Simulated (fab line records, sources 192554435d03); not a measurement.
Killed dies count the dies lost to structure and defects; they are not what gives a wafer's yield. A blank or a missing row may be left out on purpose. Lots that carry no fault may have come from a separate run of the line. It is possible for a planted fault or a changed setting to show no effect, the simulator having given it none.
Matching of chambers + flow n5 finfet + N5_SPACER0_ALD_07 on ald sin-02 has 4 sister chambers
The step deposits SiNx, target thk 2 nm. 18 wafers are shown with their chamber, then 9 later ones without.

== WAFERS WITH THEIR CHAMBER ==
| wafer  | chamber | heater power w (W) | heater power outer w (W) |
|--------|---------|--------------------|--------------------------|
| L076.1 | 0       | 714                | 505                      |
| L076.4 | 3       | 897                | 506                      |
| L076.5 | 0       | 724                | 521                      |
| L078.1 | 2       | 909                | 553                      |
| L078.5 | 3       | 853                | 501                      |
| L078.6 | 0       | 715                | 500                      |
| L079.1 | 3       | 867                | 490                      |
| L079.2 | 1       | 836                | 519                      |
| L079.3 | 0       | 739                | 494                      |
| L080.1 | 2       | 875                | 563                      |
| L080.3 | 3       | 869                | 507                      |
| L080.6 | 2       | 903                | 569                      |
| L082.3 | 2       | 875                | 590                      |
| L082.4 | 3       | 850                | 491                      |
| L082.6 | 2       | 869                | 559                      |
| L086.2 | 2       | 882                | 559                      |
| L086.3 | 0       | 724                | 505                      |
| L086.5 | 3       | 884                | 518                      |

SIGNATURES (averages over the wafers above)
| reading              | chamber 0 | chamber 1 | chamber 2 | chamber 3 | scatter within a chamber |
|----------------------|-----------|-----------|-----------|-----------|--------------------------|
| heater power w       | 723.20    | 836.00    | 885.50    | 870.00    | 15.6                     |
| heater power outer w | 505.00    | 519.00    | 565.50    | 502.17    | 11.4                     |
Rule: for each reading, subtract the chamber's mean from the wafer's reading, divide by that reading's scatter and square the result; add these up over the readings and take the root, which gives the wafer's distance from the chamber. The wafer belongs to the nearest chamber; if the next one is less than 2 further off, it can't be placed. The scatter: the root of (the sum of the squares of (reading less its chamber's mean) over the shown wafers, divided by (wafers less chambers)).

== WAFERS MISSING THEIR CHAMBER ==
| wafer  | heater power w (W) | heater power outer w (W) |
|--------|--------------------|--------------------------|
| L089.1 | 875                | 558                      |
| L089.5 | 736                | 511                      |
| L089.6 | 896                | 561                      |
| L096.1 | 864                | 492                      |
| L096.4 | 878                | 555                      |
| L096.5 | 861                | 499                      |
| L097.1 | 880                | 578                      |
| L097.5 | 863                | 546                      |
| L097.6 | 877                | 564                      |

== THE CHAMBER EACH PASSED THROUGH ==
| wafer  | from the rows above          | in truth |
|--------|------------------------------|----------|
| L089.1 | 2                            | 2        |
| L089.5 | 0                            | 0        |
| L089.6 | 2                            | 2        |
| L096.1 | 3                            | 3        |
| L096.4 | 2                            | 2        |
| L096.5 | can't be placed: 3 or 1      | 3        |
| L097.1 | 2                            | 2        |
| L097.5 | can't be placed: 2 or 1 or 3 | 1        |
| L097.6 | 2                            | 2        |
Placed correctly: 7 of 9. Can't be placed from these rows: 2 (the true chamber is among the candidates in 2). 0 placed wrongly.
